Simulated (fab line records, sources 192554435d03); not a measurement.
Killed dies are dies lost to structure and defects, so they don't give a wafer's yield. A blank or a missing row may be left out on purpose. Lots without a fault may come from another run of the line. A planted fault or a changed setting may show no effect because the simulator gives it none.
Chamber matching | flow n5_finfet | N5_BEOL_M1_ALD_98 on ald_sin-02: 4 sister chambers
The step deposits SiO2, target thk 2.5 nm, pulse time 1 s, co reactant pulse time 1 s. 4 wafers are shown with their chamber, then 12 later ones without.

WAFERS WITH THEIR CHAMBER
wafer  | chamber | heater_power_w (W)
L084.5 | 2       | 79
L085.1 | 0       | 93
L085.2 | 1       | 79
L085.3 | 3       | 81

WAFERS WITHOUT THEIR CHAMBER
wafer  | heater_power_w (W)
L087.3 | 78
L087.4 | 93
L087.5 | 79
L091.2 | 96
L091.3 | 78
L091.6 | 93
L093.1 | 80
L093.2 | 80
L093.5 | 82
L094.1 | 78
L094.2 | 80
L094.4 | 95

WHICH CHAMBER EACH WENT THROUGH
wafer  | from the rows above          | in truth
L087.3 | can't be placed: 1 or 2 or 3 | 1
L087.4 | 0                            | 0
L087.5 | can't be placed: 1 or 2 or 3 | 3
L091.2 | 0                            | 0
L091.3 | can't be placed: 1 or 2 or 3 | 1
L091.6 | 0                            | 0
L093.1 | can't be placed: 1 or 2 or 3 | 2
L093.2 | can't be placed: 1 or 2 or 3 | 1
L093.5 | can't be placed: 3 or 1 or 2 | 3
L094.1 | can't be placed: 1 or 2 or 3 | 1
L094.2 | can't be placed: 1 or 2 or 3 | 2
L094.4 | 0                            | 0
Placed correctly: 4 of 12. Can't be placed from these rows: 8 (the true chamber is among the candidates in 8). Placed wrongly: 0.
How it was worked out, from the rows above alone: a wafer's distance from a chamber is the root of the sum, over the readings, of the square of ((its reading less the chamber's mean) divided by the reading's scatter). The wafer belongs to the nearest chamber; if the next one is less than 2 further off, it can't be placed. A chamber's mean is the mean of its shown wafers. The scatter: with one shown wafer a chamber, the root of the mean of the squares of how far each hidden wafer lies from its nearest shown one.
